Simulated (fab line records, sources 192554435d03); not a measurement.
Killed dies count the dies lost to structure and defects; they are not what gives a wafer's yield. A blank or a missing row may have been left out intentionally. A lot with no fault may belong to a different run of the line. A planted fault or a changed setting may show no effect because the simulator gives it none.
Split-lot study / flow n5Finfet / 21 wafers read across 7 lots, on a route 1938 steps long

## THE SPLIT
At N5_ZERO_LAYER_DEVELOP_10 (develop time 60 s), the setting developTimeS was moved away from the recipe's 60 s on 5 of the 21 wafers read, by -17.3% to +19.1%. All remaining wafers had this setting at the recipe value.

## BETWEEN THE SPLIT AND THE READING: the file shows 1 step in between
- N5_ZERO_LAYER_HARDBAKE_23: time 120 s

## THE READING
cdNm at N5_ZERO_LAYER_CD_MEAS_11, given in nm (cd target 2000 nm). Fault-free wafers of this fab line usually give 2000.9 nm, standard deviation 1.6 nm.

wafer=L078.4; tool, chamber at the split=lithoTrack-05, 0; developTimeS as run, s=60; against the recipe=recipe; cdNm, nm=2000.6; against lot-mates on the recipe=-
wafer=L078.5; tool, chamber at the split=lithoTrack-05, 0; developTimeS as run, s=68.1; against the recipe=+13.5%; cdNm, nm=2002.5; against lot-mates on the recipe=+1.9
wafer=L078.6; tool, chamber at the split=lithoTrack-05, 0; developTimeS as run, s=68.1; against the recipe=+13.5%; cdNm, nm=2002.3; against lot-mates on the recipe=+1.7
wafer=L080.1; tool, chamber at the split=lithoTrack-04, 0; developTimeS as run, s=60; against the recipe=recipe; cdNm, nm=2002.0; against lot-mates on the recipe=-
wafer=L080.2; tool, chamber at the split=lithoTrack-04, 0; developTimeS as run, s=71.49; against the recipe=+19.1%; cdNm, nm=2008.0; against lot-mates on the recipe=+6.0
wafer=L080.6; tool, chamber at the split=lithoTrack-04, 0; developTimeS as run, s=71.49; against the recipe=+19.1%; cdNm, nm=2007.2; against lot-mates on the recipe=+5.2
wafer=L081.1; tool, chamber at the split=lithoTrack-01, 0; developTimeS as run, s=60; against the recipe=recipe; cdNm, nm=1999.0; against lot-mates on the recipe=-
wafer=L081.3; tool, chamber at the split=lithoTrack-01, 0; developTimeS as run, s=60; against the recipe=recipe; cdNm, nm=2002.4; against lot-mates on the recipe=-
wafer=L081.5; tool, chamber at the split=lithoTrack-01, 0; developTimeS as run, s=60; against the recipe=recipe; cdNm, nm=1999.7; against lot-mates on the recipe=-
wafer=L083.1; tool, chamber at the split=lithoTrack-01, 0; developTimeS as run, s=60; against the recipe=recipe; cdNm, nm=2000.9; against lot-mates on the recipe=-
wafer=L083.2; tool, chamber at the split=lithoTrack-01, 0; developTimeS as run, s=49.59; against the recipe=-17.3%; cdNm, nm=1994.2; against lot-mates on the recipe=-7.6
wafer=L083.4; tool, chamber at the split=lithoTrack-01, 0; developTimeS as run, s=60; against the recipe=recipe; cdNm, nm=2002.8; against lot-mates on the recipe=-
wafer=L084.2; tool, chamber at the split=lithoTrack-01, 0; developTimeS as run, s=60; against the recipe=recipe; cdNm, nm=2002.6; against lot-mates on the recipe=-
wafer=L084.5; tool, chamber at the split=lithoTrack-01, 0; developTimeS as run, s=60; against the recipe=recipe; cdNm, nm=2004.4; against lot-mates on the recipe=-
wafer=L084.6; tool, chamber at the split=lithoTrack-01, 0; developTimeS as run, s=60; against the recipe=recipe; cdNm, nm=2002.3; against lot-mates on the recipe=-
wafer=L088.1; tool, chamber at the split=lithoTrack-05, 0; developTimeS as run, s=60; against the recipe=recipe; cdNm, nm=2001.7; against lot-mates on the recipe=-
wafer=L088.3; tool, chamber at the split=lithoTrack-05, 0; developTimeS as run, s=60; against the recipe=recipe; cdNm, nm=2000.7; against lot-mates on the recipe=-
wafer=L088.4; tool, chamber at the split=lithoTrack-05, 0; developTimeS as run, s=60; against the recipe=recipe; cdNm, nm=2000.0; against lot-mates on the recipe=-
wafer=L091.1; tool, chamber at the split=lithoTrack-01, 0; developTimeS as run, s=60; against the recipe=recipe; cdNm, nm=2002.1; against lot-mates on the recipe=-
wafer=L091.4; tool, chamber at the split=lithoTrack-01, 0; developTimeS as run, s=60; against the recipe=recipe; cdNm, nm=2001.7; against lot-mates on the recipe=-
wafer=L091.6; tool, chamber at the split=lithoTrack-01, 0; developTimeS as run, s=60; against the recipe=recipe; cdNm, nm=2001.5; against lot-mates on the recipe=-

THE FIT
A straight line over all 21 wafers: cdNm changes by +0.286 nm for each +1% of developTimeS; r = +0.83; the points scatter about the line by 1.6 nm.
The same after taking each lot's own level away (the mean of its wafers on the recipe; 21 wafers): +0.294 nm for each +1%; r = +0.90; scatter 1.2 nm.
According to that fit, moving developTimeS by its largest amount changes the reading by 5.6 nm.
The lots' own levels span 2000.37 to 2003.10 nm, that is 1.7 times the standard deviation above.
Consequently the slope shifts little with the lot-to-lot level, the two slopes agreeing.
Check: +5.05 nm against its lot-mates is what the line predicts for one of the wafers moved furthest among these (+19.1%) when that wafer is left out of the fit. It came out at +6 nm against them.

## THE FILE'S OWN FIT
cdNm changes by +0.312 nm for each +1% of developTimeS, r = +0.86.
